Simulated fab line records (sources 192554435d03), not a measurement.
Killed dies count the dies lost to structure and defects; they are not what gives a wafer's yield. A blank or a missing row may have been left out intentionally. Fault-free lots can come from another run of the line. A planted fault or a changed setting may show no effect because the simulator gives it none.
Split-lot experiment -- flow n5 finfet -- 39 wafers read across 7 lots, on a route 1938 steps long

## SPLIT DETAILS
At N5_BEOL_M5_HM_DEP_02 (deposits TiN, target thk 20 nm), the setting target thk a was moved away from the recipe's 200 angstrom on 12 of the 39 wafers read, by -55.1% to +51.6%. For the rest of the wafers, this setting stayed at what the recipe calls for.

## FROM THE SPLIT TO THE READING: what the file shows between them, 4 steps
- N5_BEOL_M5_COAT_59: time 60 s, resist thk 60 nm
- N5_BEOL_M5_COAT_60: time 60 s, resist thk 12 nm
- N5_BEOL_M5_STRIP_73: strips in N2/H2
- N5_BEOL_M5_STRIP_64: strips in CF4

## THE READING
etch.depth nm (the simulator's own value, which no gauge read), in nm, at N5_BEOL_M5_HM_OPEN_17 (chemistry Cl2/BCl3, target TiN, target depth 20 nm, overetch 6 nm). The file gives no usual value for it. Here, 27 wafers ran the recipe; their average is 20.084 nm with a standard deviation of 0.19 nm.

wafer,"tool, chamber at the split","target thk a as run, angstrom",against the recipe,"etch.depth nm, nm",against lot-mates on the recipe
L081.1,"pvd sputter-02, -",200,recipe,20.25,-
L081.2,"pvd sputter-02, -",270.8,+35.4%,23.93,+3.643
L081.3,"pvd sputter-02, -",200,recipe,20.4,-
L081.4,"pvd sputter-02, -",200,recipe,20.21,-
L081.5,"pvd sputter-02, -",270.8,+35.4%,25.28,+4.993
L081.6,"pvd sputter-02, -",270.8,+35.4%,23.92,+3.633
L086.1,"pvd sputter-03, -",231.3,+15.7%,23.2,+3.083
L086.2,"pvd sputter-03, -",200,recipe,20.29,-
L086.3,"pvd sputter-03, -",231.3,+15.7%,23.22,+3.103
L086.4,"pvd sputter-03, -",231.3,+15.7%,23.19,+3.073
L086.5,"pvd sputter-03, -",200,recipe,20.02,-
L086.6,"pvd sputter-03, -",200,recipe,20.04,-
L090.1,"pvd sputter-01, -",200,recipe,19.61,-
L090.2,"pvd sputter-01, -",89.75,-55.1%,8.995,-11.012
L090.3,"pvd sputter-01, -",200,recipe,20.3,-
L090.4,"pvd sputter-01, -",89.75,-55.1%,8.552,-11.455
L090.5,"pvd sputter-01, -",200,recipe,20.11,-
L090.6,"pvd sputter-01, -",89.75,-55.1%,8.936,-11.071
L092.1,"pvd sputter-01, -",200,recipe,19.9,-
L092.3,"pvd sputter-01, -",200,recipe,20.02,-
L092.4,"pvd sputter-01, -",200,recipe,19.74,-
L095.1,"pvd sputter-03, -",200,recipe,20.01,-
L095.5,"pvd sputter-03, -",200,recipe,20.01,-
L095.2,"pvd sputter-03, -",200,recipe,20.04,-
L095.3,"pvd sputter-03, -",200,recipe,20.13,-
L095.4,"pvd sputter-03, -",200,recipe,20.37,-
L095.6,"pvd sputter-03, -",200,recipe,20.24,-
L096.1,"pvd sputter-02, -",200,recipe,20.01,-
L096.2,"pvd sputter-02, -",200,recipe,19.94,-
L096.3,"pvd sputter-02, -",200,recipe,20.37,-
L096.4,"pvd sputter-02, -",200,recipe,19.96,-
L096.5,"pvd sputter-02, -",200,recipe,19.83,-
L096.6,"pvd sputter-02, -",200,recipe,19.97,-
L097.1,"pvd sputter-02, -",303.2,+51.6%,27.22,+7.053
L097.2,"pvd sputter-02, -",200,recipe,20.26,-
L097.3,"pvd sputter-02, -",200,recipe,20.05,-
L097.4,"pvd sputter-02, -",200,recipe,20.19,-
L097.5,"pvd sputter-02, -",303.2,+51.6%,26.74,+6.573
L097.6,"pvd sputter-02, -",303.2,+51.6%,27.17,+7.003

THE FIT
A straight line over all 39 wafers: etch.depth nm changes by +0.166 nm for each +1% of target thk a; r = +0.98; the points scatter about the line by 0.85 nm.
The same after taking each lot's own level away (the mean of its wafers on the recipe; 39 wafers): +0.164 nm for each +1%; r = +0.98; scatter 0.86 nm.
The reading moves by 9.1 nm for the largest change in target thk a, on that fit.
The lots' own levels span 19.8867 to 20.2867 nm, that is 2.1 times the standard deviation above.
Hence the lot-to-lot level has little effect on the slope; both slopes agree.
Check: with one of the wafers moved furthest among these (-55.1%) left out of the fit, the line predicts -9.06 nm for it against its lot-mates. Against them it came out at -11 nm.

## THE WHOLE CHAIN: every reading that the file lists as answering this split, in the file's order
step,what it does,reading,change (the file's fit),r (the file's)
N5_BEOL_M5_HM_DEP_02,"deposits TiN, target thk 20 nm","TiN_of_BEOL_M5_HM_DEP_02.thk nm (the simulator's own value, which no gauge read)",+0.204 nm for each +1% of the setting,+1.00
N5_BEOL_M5_HM_OPEN_17,"chemistry Cl2/BCl3, target TiN, target depth 20 nm, overetch 6 nm","etch.depth nm (the simulator's own value, which no gauge read)",+0.162 nm for each +1% of the setting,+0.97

## FILE'S OWN FIT
etch.depth nm changes by +0.162 nm for each +1% of target thk a, r = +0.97.
